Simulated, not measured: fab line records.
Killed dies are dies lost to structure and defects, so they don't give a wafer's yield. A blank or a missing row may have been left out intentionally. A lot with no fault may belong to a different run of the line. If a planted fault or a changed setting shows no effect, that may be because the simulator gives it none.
fab line records	flow n5Finfet
[record] lots = 9	wafers = 27	lastDay = 17
route steps=1938 shown FIN_SAQP@131 BEOL_M4@1111
lots that met no fault: taken from a fault-free run of the same line
startH: the number of hours between the record's first day and the start of the first shown wafer of the lot	waitH: hours elapsed since this lot's preceding step	" the same as in the row above	L1.1+2: one row covering several wafers at once	- no value, or no start was given	* or withheld: withheld	< > ~ a bound
route shown NAME@n: a module of which the file shows steps, and the number in the route of the first	usual: mean/standard deviation of fault-free wafers	same: alike in all rows	chamber/n: place in a boat	sites: the reading at each site	_std_site: how widely they spread, as a standard deviation	_edge_site: the outer-site mean with the inner-site mean subtracted	radiusMm: for every site, how far away it sits from the centre of the wafer	mask NAME#n: copy n	behind: the most recent tool/chamber to have shaped the wafer	hold: why the lot was held/for how many hours/how that ended	device: whichever transistor did not switch (one of n, p or np)	end of line: the same wafers' tests at the end of the route	for a step that has no rows: nothing shown but its recipe	killed: dies lost to structure and defects at the first sort, not the wafer's yield	map: shows each die of a wafer: x if killed, . if not, _ if none is there
set.NAME: the setting that was run; set.NAME@STEP: the one run at that earlier step	model.NAME: the simulator's own value behind a step, which no gauge read
one table for each step of the route and one row for each wafer, over a sample of lots
services: when a tool's chamber went out of use (startH, in hours from the record's first day, below 0 if earlier), for how many hours, and the reason
[[steps]]
[step N5_FIN_SAQP_MANDREL_ETCH_58]
[recipe] chemistry = HBr/Cl2	target = a-Si	targetDepthA = 450	btTimeS = 10	stopOn = SiNx	maskMaterial = SiO2	overEtchFrac = 0.8	timeS = 27	pressureMtorr = 10	icpW = 800	biasW = 75	HBr_flow_sccm = 150	Cl2_flow_sccm = 80	ends = endPoint
[usual] biasW = 74.98/0.23	drypumpMotorCurrentA = 5.6/0.45	oesProductAu = 0.705/0.01	throttleValvePct = 35.42/0.28
lot.wafer	tool	chamber	startH	waitH	biasW	drypumpMotorCurrentA	oesProductAu	rfHoursCounterH	throttleValvePct
L594.2	rieSi-06	2	25.73	0.0	75.15	6.3	0.696	80	35.96
L594.3	"	3	"	"	75.37	4.8	0.688	184	35.53
L594.4	"	0	"	"	75.33	4.9	0.698	18	35.23
L602.1	rieSi-06	3	72.06	0.0	74.77	4.8	0.690	185	35.51
L602.3	"	0	"	"	74.78	4.9	0.691	19	35.24
L602.5	"	2	"	"	75.00	6.2	0.707	-	35.96
L603.2	rieSi-04	1	79.13	0.0	74.93	5.5	0.687	0	34.96
L603.5	"	1	"	"	74.81	5.5	0.688	-	34.95
L603.6	"	0	"	"	74.80	5.4	0.704	-	35.07
L608.2	rieSi-04	3	107.78	0.0	75.39	6.2	0.700	126	35.55
L608.3	"	0	"	"	75.07	5.4	0.707	57	35.07
L608.5	"	3	"	"	74.97	6.2	0.703	-	35.56
L612.4	rieSi-02	2	133.14	0.0	74.87	5.9	0.727	98	35.31
L612.5	"	0	"	"	75.00	5.3	0.707	-	35.23
L612.6	"	1	"	"	75.24	5.6	0.710	-	35.62
L613.1	rieSi-02	0	139.45	0.0	74.95	5.3	0.705	8	35.23
L613.4	"	1	"	"	74.96	5.6	0.717	43	35.63
L613.6	"	2	"	"	74.83	5.9	0.721	-	35.29
L615.1	rieSi-04	0	150.64	0.0	74.78	5.4	0.707	58	35.07
L615.2	"	2	"	"	74.88	5.5	0.690	97	35.77
L615.3	"	3	"	"	75.03	6.2	0.692	127	35.55
L616.1	rieSi-02	3	156.63	0.0	75.24	5.3	0.706	126	35.70
L616.3	"	2	"	"	74.94	6.0	0.708	98	35.31
L616.4	"	1	"	"	74.85	5.6	0.716	44	35.64
L617.1	rieSi-04	0	162.14	0.0	75.14	5.4	0.714	58	35.05
L617.3	"	2	"	"	75.13	5.5	0.709	97	35.74
L617.6	"	1	"	"	75.18	5.6	0.707	-	34.92
[step N5_FIN_SAQP_ETCH_69]
[recipe] chemistry = N2/H2	target = SOC	targetDepthA = 1500	stopOn = SiNx	ionEnergyEv = 100	biasW = 61	pressureMtorr = 30	sourceW = 850	n2FlowSccm = 200	h2FlowSccm = 200
[usual] biasW = 61.01/0.19	drypumpMotorCurrentA = 5.8/0.48	oesProductAu = 0.77/0.073	rfVppV = 241.2/1.4	showerheadPlenumPTorr = 2.58/0.094	throttleValvePct = 17.89/0.24
lot.wafer	tool	chamber	startH	waitH	biasW	drypumpMotorCurrentA	oesProductAu	rfHoursCounterH	rfVppV	showerheadPlenumPTorr	throttleValvePct
L594.2	rieDiel-02	1	26.26	-	61.20	6.5	0.74	162	242.0	2.65	17.90
L594.3	"	0	"	"	61.23	5.5	0.71	201	238.6	2.42	17.81
L594.4	"	3	"	"	60.77	5.9	0.81	79	241.1	2.47	17.51
L602.1	rieDiel-06	0	72.67	-	61.11	5.7	0.67	248	239.7	2.50	18.02
L602.3	"	3	"	"	60.80	6.4	0.80	94	240.6	2.57	18.17
L602.5	"	0	"	"	60.89	5.8	0.67	-	239.7	2.50	18.02
L603.2	rieDiel-06	1	79.66	-	60.93	5.0	0.67	239	239.9	2.49	17.89
L603.5	"	2	"	"	60.87	5.4	0.76	-	242.4	2.65	18.12
L603.6	"	3	"	"	61.44	6.4	0.80	-	240.9	2.57	18.17
L608.2	rieDiel-06	2	108.40	-	60.89	5.5	0.76	152	241.8	2.65	18.16
L608.3	"	1	"	"	60.80	5.0	0.67	253	240.5	2.49	17.89
L608.5	"	1	"	"	61.01	5.0	0.67	-	239.5	2.49	17.90
L612.4	rieDiel-06	0	133.67	-	60.88	5.7	0.94	8	241.7	2.50	17.59
L612.5	"	0	"	"	60.88	5.7	0.94	-	239.2	2.50	17.60
L612.6	"	3	"	"	61.36	6.4	0.77	-	241.1	2.56	18.20
L613.1	rieDiel-06	3	139.99	-	60.98	6.4	0.77	121	240.9	2.56	18.21
L613.4	"	0	"	"	60.95	5.8	0.93	10	239.4	2.50	17.59
L613.6	"	0	"	"	60.72	5.7	0.93	-	240.8	2.50	17.60
L615.1	rieDiel-01	1	151.25	-	61.31	5.6	0.85	42	242.4	2.70	17.56
L615.2	"	3	"	"	61.19	6.2	0.78	118	241.4	2.66	17.80
L615.3	"	0	"	"	60.97	5.7	0.73	167	239.4	2.43	18.02
L616.1	rieDiel-01	2	157.16	-	61.19	5.0	0.70	230	241.0	2.62	18.18
L616.3	"	3	"	"	61.05	6.2	0.77	120	243.1	2.66	17.85
L616.4	"	1	"	"	61.04	5.6	0.86	44	242.2	2.70	17.55
L617.1	rieDiel-06	3	162.73	-	61.08	6.4	0.76	128	240.8	2.56	18.22
L617.3	"	2	"	"	60.90	5.4	0.74	170	241.2	2.64	18.18
L617.6	"	2	"	"	60.73	5.4	0.73	-	242.5	2.64	18.19
[step N5_FIN_SAQP_SPACER2_ALD_28]
[recipe] material = SiO2	targetThkA = 81	tempC = 300	aldPrecursorFamily = BDEAS	aldCoReactant = O2-plasma	pulseTimeS = 1	purgeTimeS = 2	coReactantPurgeTimeS = 2	pressureTorr = 2
[usual] heaterPowerW = 450/48	precursorPulseHeightRel = 0.997/0.017	susceptorTempC = 300.00/0.18
[same] coReactantPurgeTimeS = 2
lot.wafer	tool	chamber	startH	waitH	heaterPowerW	precursorPulseHeightRel	susceptorTempC
L594.2	aldSin-01	2	26.58	0.1	425	0.981	300.19
L594.3	"	0	"	"	444	1.024	299.99
L594.4	"	1	"	"	391	1.002	299.97
L602.1	aldSin-03	1	72.98	0.1	360	0.998	299.96
L602.3	"	3	"	"	493	1.034	300.23
L602.5	"	0	"	"	390	1.006	293.95
L603.2	aldSin-03	0	79.96	0.1	383	0.992	293.80
L603.5	"	3	"	"	487	0.983	300.08
L603.6	"	2	"	"	431	1.019	300.17
L608.2	aldSin-01	2	108.81	0.1	435	0.994	299.63
L608.3	"	3	"	"	511	0.992	300.05
L608.5	"	0	"	"	452	0.993	300.07
L612.4	aldSin-02	3	133.97	0.1	518	1.024	300.16
L612.5	"	3	"	"	523	0.994	300.28
L612.6	"	0	"	"	499	0.998	299.70
L613.1	aldSin-01	0	140.29	0.1	438	0.978	299.95
L613.4	"	1	"	"	408	1.020	299.97
L613.6	"	3	"	"	514	1.032	299.78
L615.1	aldSin-01	0	151.55	0.1	440	0.978	299.79
L615.2	"	1	"	"	406	0.993	300.12
L615.3	"	2	"	"	425	0.981	300.00
L616.1	aldSin-03	3	157.46	0.1	483	1.000	299.96
L616.3	"	1	"	"	368	1.028	300.09
L616.4	"	0	"	"	391	1.002	299.76
L617.1	aldSin-01	2	163.56	0.6	431	1.027	300.24
L617.3	"	1	"	"	410	1.012	299.93
L617.6	"	3	"	"	524	1.013	299.92
[step N5_FIN_SAQP_MANDREL2_REMOVE_60]
[recipe] chemistry = HBr/Cl2/O2	btTimeS = 10	target = a-Si	stopOn = SiNx	endpoint = OES-SiCl	overEtchFrac = 1	icpW = 600	biasW = 22	HBr_flow_sccm = 150	Cl2_flow_sccm = 80	O2_flow_sccm = 5	pressureMtorr = 10
[usual] biasW = 21.99/0.058	drypumpMotorCurrentA = 5.6/0.5	oesProductAu = 1.013/0.013	throttleValvePct = 36.56/0.3
lot.wafer	tool	chamber	startH	waitH	biasW	drypumpMotorCurrentA	oesProductAu	rfHoursCounterH	throttleValvePct
L594.2	rieSi-04	2	27.03	0.1	22.04	5.6	0.988	95	36.90
L594.3	"	3	"	"	21.99	6.2	0.997	124	36.70
L594.4	"	0	"	"	22.04	5.4	1.023	56	36.18
L602.1	rieSi-04	3	73.39	0.1	22.01	6.2	1.012	125	36.71
L602.3	"	2	"	"	21.94	5.5	0.998	96	36.90
L602.5	"	2	"	"	21.96	5.5	1.003	-	36.90
L603.2	rieSi-02	2	80.37	0.1	21.97	5.9	1.031	97	36.45
L603.5	"	0	"	"	21.96	5.3	1.023	-	36.35
L603.6	"	3	"	"	22.02	5.3	1.022	-	36.83
L608.2	rieSi-04	0	109.24	0.1	22.05	5.3	1.036	57	36.18
L608.3	"	1	"	"	22.04	5.5	1.007	1	36.04
L608.5	"	3	"	"	22.03	6.2	1.006	-	36.71
L612.4	rieSi-04	3	134.58	0.1	22.17	6.2	1.011	127	36.72
L612.5	"	3	"	"	22.13	6.2	1.006	-	36.69
L612.6	"	2	"	"	22.01	5.5	0.993	-	36.90
L613.1	rieSi-04	2	140.86	0.1	22.02	5.5	0.989	97	36.90
L613.4	"	3	"	"	21.94	6.2	0.995	127	36.72
L613.6	"	1	"	"	21.97	5.5	1.009	-	36.05
L615.1	rieSi-06	2	151.96	0.1	22.01	6.3	1.016	83	37.11
L615.2	"	0	"	"	22.10	4.9	1.010	21	36.37
L615.3	"	1	"	"	21.98	6.4	1.037	85	36.38
L616.1	rieSi-06	3	157.87	0.1	22.11	4.7	1.001	187	36.62
L616.3	"	2	"	"	21.99	6.3	1.008	83	37.10
L616.4	"	0	"	"	22.04	4.9	1.004	21	36.36
L617.1	rieSi-06	2	163.97	0.1	22.00	6.3	1.005	83	37.10
L617.3	"	1	"	"	22.05	6.4	1.026	85	36.35
L617.6	"	2	"	"	22.05	6.3	1.013	-	37.10
[step N5_BEOL_M4_RC_MEAS_101]
[usual] DIBL_N = 36.5/1.4	DIBL_P = 36.6/1.6	IOFF_N = 0.160/0.024	IOFF_P = 0.217/0.029	ION_N = 674/8.7	ION_P = 464/6.5	SS_N = 71.6/0.47	SS_P = 73.4/0.57	VT_N = 250.0/2.5	VT_P = -250/3.1
lot.wafer	tool	chamber	startH	waitH	DIBL_N[mV/V]	DIBL_P[mV/V]	IOFF_N[nA/um]	IOFF_P[nA/um]	ION_N[uA/um]	ION_P[uA/um]	SS_N[mV/dec]	SS_P[mV/dec]	VT_N[mV]	VT_P[mV]
L594.2	prober-02	0	167.21	0.2	38.0	37.7	0.172	0.236	676	466	71.7	72.8	250.4	-248
L594.3	"	0	"	"	39.3	38.8	0.190	0.250	676	466	72.2	73.7	247.5	-247
L594.4	"	0	"	"	36.9	36.6	0.149	0.218	673	468	71.5	73.6	252.5	-250
L602.1	prober-01	0	227.21	0.0	36.3	37.3	0.169	0.261	678	474	71.1	74.2	248.6	-245
L602.3	"	0	"	"	37.1	37.9	0.187	0.267	673	474	72.0	73.4	245.1	-243
L602.5	"	0	"	"	38.0	39.2	0.207	0.290	698	478	72.2	73.8	245.8	-242
L603.2	prober-02	0	234.03	0.2	37.6	35.3	0.178	0.218	685	465	71.5	72.5	247.7	-250
L603.5	"	0	"	"	36.8	35.0	0.151	0.203	678	468	71.1	73.8	249.4	-251
L603.6	"	0	"	"	37.5	35.5	0.163	0.220	677	466	71.2	73.2	249.3	-248
L608.2	prober-02	0	260.42	0.2	36.8	37.4	0.157	0.227	668	458	72.0	74.0	251.6	-247
L608.3	"	0	"	"	36.1	36.8	0.154	0.219	678	468	71.6	73.4	250.2	-249
L608.5	"	0	"	"	36.4	36.4	0.155	0.219	678	469	70.4	73.7	251.5	-249
L612.4	prober-01	0	278.41	0.5	36.7	38.8	0.167	0.226	666	463	72.0	74.2	249.4	-253
L612.5	"	0	"	"	36.8	39.0	0.173	0.231	669	459	71.6	73.8	250.7	-250
L612.6	"	0	"	"	35.0	36.9	0.146	0.194	672	460	71.7	73.3	250.6	-252
L615.1	prober-01	0	286.38	0.0	35.9	35.8	0.153	0.224	681	465	71.5	73.0	249.2	-249
L615.2	"	0	"	"	34.7	34.1	0.133	0.208	670	466	70.7	73.3	252.9	-246
L615.3	"	0	"	"	35.5	34.8	0.139	0.221	662	465	71.4	73.3	250.5	-246
L613.1	prober-02	0	288.97	0.0	36.2	36.9	0.150	0.209	667	461	72.2	73.3	252.9	-251
L613.4	"	0	"	"	35.5	36.7	0.149	0.202	673	465	71.7	73.1	250.4	-252
L613.6	"	0	"	"	36.5	37.8	0.161	0.225	674	464	72.0	73.4	252.8	-250
L616.1	prober-01	0	301.14	0.0	35.8	38.6	0.164	0.217	677	454	71.6	73.5	248.1	-249
L616.3	"	0	"	"	34.8	37.1	0.143	0.193	677	461	70.9	73.4	252.1	-250
L616.4	"	0	"	"	37.9	40.1	0.199	0.236	686	458	73.0	74.4	248.2	-249
L617.1	prober-02	0	304.14	0.0	37.0	36.3	0.169	0.218	677	459	72.2	72.9	249.2	-251
L617.3	"	0	"	"	36.4	36.3	0.166	0.213	682	464	71.4	74.0	247.6	-252
L617.6	"	0	"	"	36.7	36.4	0.173	0.222	680	464	72.0	73.8	247.2	-249
[[services]]
tool	chamber	startH	hours	kind
rieDiel-01	1	6.86	4.8	repair
aldSin-02	-	17.97	0.8	repair
rieDiel-01	-	22.98	14.6	pm
rieSi-06	-	45.21	0.7	repair
rieDiel-06	-	57.20	3.8	repair
rieSi-04	1	58.11	-	clean
rieSi-04	1	58.11	19.2	scheduledDown
rieSi-04	1	58.11	19.2	ventCycle
rieDiel-01	1	64.71	3.8	repair
rieDiel-06	0	82.34	-	clean
rieDiel-06	0	82.34	-	consumableReplace:focusRing
rieDiel-06	0	82.34	29.6	scheduledDown
rieDiel-06	0	82.34	29.6	ventCycle
aldSin-01	-	85.31	14.0	pm
rieSi-06	0	98.38	8.0	repair
aldSin-01	-	99.31	2.8	pm
rieDiel-06	1	112.08	-	clean
rieDiel-06	1	112.08	-	consumableReplace:focusRing
rieDiel-06	1	112.08	16.5	scheduledDown
rieDiel-06	1	112.08	16.5	ventCycle
rieDiel-06	-	152.14	4.3	pm
rieSi-04	1	152.54	3.5	repair
aldSin-03	-	153.63	2.8	pm
rieDiel-02	-	161.27	0.4	repair
[[key]]
[firstSign] step = N5_FIN_SAQP_SPACER2_ALD_28	reading = susceptorTempC	direction = down	sigmas = 33	usual = *	struck = *
effect none on later readings
metAt N5_FIN_SAQP_SPACER2_ALD_28
struckLots L602,L603
struckWafers L602.5,L603.2
notActingAt N5_FIN_SAQP_MANDREL_ETCH_58,N5_FIN_SAQP_ETCH_69,N5_FIN_SAQP_MANDREL2_REMOVE_60
[fault] kind = processParameterDrift	tool = aldSin-03	chamber = 0	onsetH = 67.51	steps = N5_FIN_SAQP_SPACER2_ALD_28	channel = tempC	offset = *	shape = step	endH = 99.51	actsIn = *	stated = *
